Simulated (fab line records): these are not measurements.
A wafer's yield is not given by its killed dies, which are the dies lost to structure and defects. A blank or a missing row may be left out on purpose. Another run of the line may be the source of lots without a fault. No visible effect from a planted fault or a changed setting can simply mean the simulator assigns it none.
Chamber matching	flow n5-finfet	N5_BEOL_M6_ILD_DEP_00 on pecvd-04: 3 sister chambers
The step deposits SiCOH lowk from DEMS/porogen, target thk 179.75 nm, time 33.4 s. 14 wafers are shown with their chamber, then 7 later ones without.

## WAFERS WITH THEIR CHAMBER
wafer	chamber	showerhead-plenum-p-Torr (Torr)	heater-power-w (W)	throttle-valve-pct (%)
L076.3	0	5.750	263	13.0
L076.4	1	5.705	253	13.5
L076.6	2	5.756	301	14.9
L077.1	1	5.713	250	13.5
L077.2	0	5.738	212	12.9
L077.6	0	5.739	212	13.2
L079.1	1	5.720	273	13.5
L079.4	1	5.706	268	13.4
L079.5	1	5.717	272	13.5
L084.1	0	5.746	211	12.9
L084.3	2	5.742	290	12.8
L084.6	2	5.758	301	12.7
L091.3	0	5.748	221	13.0
L091.4	2	5.726	254	12.9

SIGNATURES (averages over the wafers above)
reading	chamber 0	chamber 1	chamber 2	scatter within a chamber
showerhead-plenum-p-Torr	5.74420	5.71220	5.74550	0.0093
heater-power-w	223.80	263.20	286.50	19
throttle-valve-pct	13.000	13.480	13.325	0.556
Rule: a wafer's distance from a chamber is the root of the sum, over the readings, of the square of ((its reading less the chamber's mean) divided by the reading's scatter). The wafer belongs to the nearest chamber; if the next one is less than 2 further off, it can't be placed. The scatter: the root of (the sum of the squares of (reading less its chamber's mean) over the shown wafers, divided by (wafers less chambers)).

## WAFERS MISSING THEIR CHAMBER
wafer	showerhead-plenum-p-Torr (Torr)	heater-power-w (W)	throttle-valve-pct (%)
L091.5	5.709	293	13.4
L093.1	5.751	270	13.3
L093.4	5.743	223	13.2
L093.5	5.725	241	13.6
L096.3	5.709	268	13.5
L096.4	5.745	220	13.2
L096.5	5.722	282	13.7

## WHICH CHAMBER EACH ONE RAN IN
wafer	from the rows above	in truth
L091.5	1	1
L093.1	can't be placed: 2 or 0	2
L093.4	0	0
L093.5	can't be placed: 1 or 0 or 2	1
L096.3	1	1
L096.4	0	0
L096.5	can't be placed: 1 or 2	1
4 of 7 placed correctly. Unplaceable from these rows: 3, with the true chamber sitting among the candidates in 3. 0 placed wrongly.
